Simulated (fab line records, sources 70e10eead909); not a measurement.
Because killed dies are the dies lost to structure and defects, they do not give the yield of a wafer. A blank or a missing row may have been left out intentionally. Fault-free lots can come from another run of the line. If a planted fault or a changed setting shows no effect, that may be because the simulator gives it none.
A lot that was struck, set against a sound lot ; flow nandHarc ; 14 out of 1302 route steps
Sound: wafers L460.1, L460.3, L460.4. Struck: wafers L454.3, L454.4. (L454.1 of the same lot was not struck and is left out.) The cause comes at the end.
Per side, at each step with rows, come the tool, then ch with its chambers, and then its first start. Under that, the readings that differ: sound wafers ; struck wafers ; difference of the means ; sigmas: that difference in standard deviations of wafers without a fault.
alike: readings whose means differ by less than 2 such deviations, and words and numbers that are the same on both sides. not compared: withheld readings, readings that some wafer has no value for, bounds like >300 that may hide the same value, and numbers for which the record gives no deviation and whose values overlap.
The two part at a step that has a row with sigmas, a row that says differs or no value, or rows on one side only. Numbers that don't overlap but have no deviation are shown without sigmas and don't part them. Lack of a reading on every wafer of one side parts them only where that side has two or more wafers.

NHARC_A_CHANNEL_HOLE_D2_CD_MEAS_31:
  struck on cdSem-01, day 19 15:27; sound on cdSem-01, day 22 02:23
  alike: cdNm
following that, these wafers have no rows for 1 step: NHARC_A_CHANNEL_HOLE_D2_XSEM_32.
NHARC_A_CHANNEL_HOLE_D2_INSPECT_40:
  struck on defectInspect-01, day 19 15:38; sound on defectInspect-02, day 22 02:34
  alike: rawDefectCount
then, 3 steps without rows for these wafers: NHARC_A_CHANNEL_FILL_D2_PRECLEAN_00 (cleans in SC1); NHARC_A_CHANNEL_FILL_D2_SRD_01; NHARC_A_CHANNEL_FILL_D2_ALD_02 (deposits SiO2, target thk 6 nm, pulse time 10 s, ald cycles 60).
NHARC_A_CHANNEL_FILL_D2_ALD_03: deposits SiNx, target thk 6 nm, pulse time 60 s, ald cycles 58.
  sound: aldSinBatch-02 ch 0; struck: aldSinBatch-03 ch 0
  alike: precursorPulseHeightRel
NHARC_A_CHANNEL_FILL_D2_ALD_14: deposits SiO2, target thk 2.5 nm, pulse time 10 s, ald cycles 25.
  sound on aldHk-03 ch 0,1,2, day 22 09:33; struck on aldHk-01 ch 0,2, day 19 23:58
  alike: heaterPowerOuterW, heaterPowerW, precursorPulseHeightRel
NHARC_A_CHANNEL_FILL_D2_ALD_15: deposits SiNx, target thk 2 nm, pulse time 60 s, ald cycles 19.
  sound: aldSinBatch-03 ch 0; struck: aldSinBatch-03 ch 0
  alike: precursorPulseHeightRel
NHARC_A_CHANNEL_FILL_D2_ALD_16: deposits SiO2, target thk 1.5 nm, pulse time 10 s, ald cycles 15.
  sound on aldHk-03 ch 1,2,3, day 22 14:44; struck on aldHk-03 ch 0,1, day 20 05:10
  alike: heaterPowerOuterW, heaterPowerW, precursorPulseHeightRel
then, 2 steps without rows for these wafers: NHARC_A_CHANNEL_FILL_D2_ANNEAL_17 (time 1800 s); NHARC_A_CHANNEL_FILL_D2_CVD_18 (deposits poly-Si, target thk 3 nm).
NHARC_A_CHANNEL_FILL_D2_ETCHBACK_19: etches the open film in HBr/Cl2, target depth 5 nm, time 1.7 s.
  sound on rieSi-01 ch 1,2,3, day 23 03:08; struck on rieSi-06 ch 0,3, day 20 16:37
reading;sound;struck;difference;sigmas
oesProductAu (a.u.);0.996 1.003 0.996;0.712 0.728;-0.278;-25
rfHoursCounterH (h);1.0 1.1 1.1;0.2 0.2;-0.9;
  alike: drypumpMotorCurrentA, throttleValvePct
NHARC_A_CHANNEL_FILL_D2_ETCHBACK_20: etches the open film in C4F8/O2/Ar, target depth 27 nm, time 13.5 s.
  sound on rieDiel-08 ch 0,1,3, day 23 03:16; struck on rieDiel-08 ch 1,3, day 20 16:44
reading;sound;struck;difference;sigmas
rfHoursCounterH (h);3.3 3.4 3.4;2.5 2.5;-0.9;
  alike: oesProductAu, rfVppV

== WHERE THEY PART ==
Within this record, at NHARC_A_CHANNEL_FILL_D2_ETCHBACK_19 only. Later steps at which nothing parts them and some readings are alike: NHARC_A_CHANNEL_FILL_D2_ETCHBACK_20.

WHY: what had been put in by the simulator
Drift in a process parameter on rieSi-06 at NHARC_A_CHANNEL_FILL_D2_ETCHBACK_19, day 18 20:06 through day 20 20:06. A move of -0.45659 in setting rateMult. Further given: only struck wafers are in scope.
